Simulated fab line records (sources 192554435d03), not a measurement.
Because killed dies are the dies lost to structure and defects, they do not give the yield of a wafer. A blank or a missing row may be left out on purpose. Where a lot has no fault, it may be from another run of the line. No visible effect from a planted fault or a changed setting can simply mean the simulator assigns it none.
Matching of chambers | flow n5Finfet | N5_BEOL_M1_DESCUM_16 on rieDiel-04: 4 sister chambers
The step chemistry O2, time 7 s. 20 wafers are shown with their chamber, then 10 later ones without.

== EACH WAFER AND ITS CHAMBER ==
wafer  | chamber | showerheadPlenumPTorr (Torr) | drypumpMotorCurrentA (A) | throttleValvePct (%)
L075.1 | 1       | 2.04                         | 5.4                      | 20.72
L075.2 | 2       | 2.17                         | 4.8                      | 20.18
L075.5 | 2       | 2.17                         | 4.8                      | 20.17
L076.2 | 0       | 2.09                         | 6.2                      | 20.37
L076.4 | 2       | 2.17                         | 4.8                      | 20.17
L076.5 | 0       | 2.09                         | 6.3                      | 20.36
L079.1 | 3       | 2.00                         | 6.0                      | 20.34
L079.3 | 0       | 2.09                         | 6.3                      | 20.37
L079.5 | 2       | 2.17                         | 4.7                      | 20.18
L080.2 | 2       | 2.17                         | 4.7                      | 20.20
L080.5 | 0       | 2.09                         | 6.3                      | 20.36
L080.6 | 1       | 2.04                         | 5.4                      | 20.74
L084.1 | 3       | 2.00                         | 6.0                      | 20.35
L084.3 | 1       | 2.04                         | 5.4                      | 20.72
L084.6 | 0       | 2.09                         | 6.2                      | 20.37
L088.2 | 3       | 2.00                         | 6.0                      | 20.34
L088.3 | 2       | 2.16                         | 4.7                      | 20.22
L088.5 | 0       | 2.09                         | 6.2                      | 20.37
L089.1 | 0       | 2.09                         | 6.3                      | 20.38
L089.2 | 2       | 2.16                         | 4.7                      | 20.21

SIGNATURES, as means of the wafers listed above
reading               | chamber 0 | chamber 1 | chamber 2 | chamber 3 | scatter within a chamber
showerheadPlenumPTorr | 2.0900    | 2.0400    | 2.1671    | 2.0000    | 0.00299
drypumpMotorCurrentA  | 6.257     | 5.400     | 4.743     | 6.000     | 0.0463
throttleValvePct      | 20.3686   | 20.7267   | 20.1900   | 20.3433   | 0.0137
Rule: distance of a wafer from a chamber = root of the sum over the readings of ((wafer's reading minus chamber's mean) / reading's scatter) squared. If the next closest chamber is less than 2 further off than the closest, the wafer can't be placed; otherwise it belongs to the closest. The scatter: take each reading less its chamber's mean, square it, sum over the shown wafers, divide by the number of wafers less the number of chambers, and take the root.

== WAFERS WHOSE CHAMBER IS MISSING ==
wafer  | showerheadPlenumPTorr (Torr) | drypumpMotorCurrentA (A) | throttleValvePct (%)
L089.4 | 2.03                         | 5.3                      | 20.75
L092.4 | 2.08                         | 6.2                      | 20.40
L092.5 | 2.16                         | 4.7                      | 20.23
L092.6 | 1.99                         | 6.0                      | 20.37
L093.1 | 2.08                         | 6.2                      | 20.39
L093.4 | 2.16                         | 4.7                      | 20.22
L093.6 | 2.16                         | 4.7                      | 20.23
L097.1 | 1.99                         | 6.0                      | 20.37
L097.3 | 2.03                         | 5.4                      | 20.77
L097.6 | 2.16                         | 4.8                      | 20.25

== WHICH CHAMBER EACH WENT THROUGH ==
wafer  | from the rows above | in truth
L089.4 | 1                   | 1
L092.4 | 0                   | 0
L092.5 | 2                   | 2
L092.6 | 3                   | 3
L093.1 | 0                   | 0
L093.4 | 2                   | 2
L093.6 | 2                   | 2
L097.1 | 3                   | 3
L097.3 | 1                   | 1
L097.6 | 2                   | 2
Placed correctly: 10 of 10. Left unplaced by these rows: 0. 0 placed wrongly.
